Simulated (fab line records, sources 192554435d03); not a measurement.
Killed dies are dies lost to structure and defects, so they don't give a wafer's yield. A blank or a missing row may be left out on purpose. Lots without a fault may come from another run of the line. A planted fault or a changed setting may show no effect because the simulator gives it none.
Chamber matching | flow n5_finfet | N5_SD_EPI_N_DESCUM_14 on rie_diel-02: 4 sister chambers
The step chemistry O2, time 7.9 s. 4 wafers are shown with their chamber, then 10 later ones without.

WAFERS WITH THEIR CHAMBER
wafer  | chamber | drypump_motor_current_A (A)
L084.2 | 3       | 5.6
L085.1 | 2       | 5.4
L086.3 | 0       | 5.6
L086.5 | 1       | 5.9

WAFERS WITHOUT THEIR CHAMBER
wafer  | drypump_motor_current_A (A)
L086.6 | 5.6
L087.3 | 5.6
L087.4 | 5.5
L087.5 | 5.9
L088.1 | 5.6
L088.4 | 5.6
L088.5 | 5.4
L094.1 | 5.6
L094.2 | 5.6
L094.4 | 5.9

WHICH CHAMBER EACH WENT THROUGH
wafer  | from the rows above          | in truth
L086.6 | can't be placed: 0 or 3      | 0
L087.3 | can't be placed: 0 or 3      | 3
L087.4 | can't be placed: 0 or 2 or 3 | 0
L087.5 | 1                            | 1
L088.1 | can't be placed: 0 or 3      | 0
L088.4 | can't be placed: 0 or 3      | 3
L088.5 | 2                            | 2
L094.1 | can't be placed: 0 or 3      | 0
L094.2 | can't be placed: 0 or 3      | 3
L094.4 | 1                            | 1
Placed correctly: 3 of 10. Can't be placed from these rows: 7 (the true chamber is among the candidates in 7). Placed wrongly: 0.
How it was worked out, from the rows above alone: a wafer's distance from a chamber is the root of the sum, over the readings, of the square of ((its reading less the chamber's mean) divided by the reading's scatter). The wafer belongs to the nearest chamber; if the next one is less than 2 further off, it can't be placed. A chamber's mean is the mean of its shown wafers. The scatter: with one shown wafer a chamber, the root of the mean of the squares of how far each hidden wafer lies from its nearest shown one.
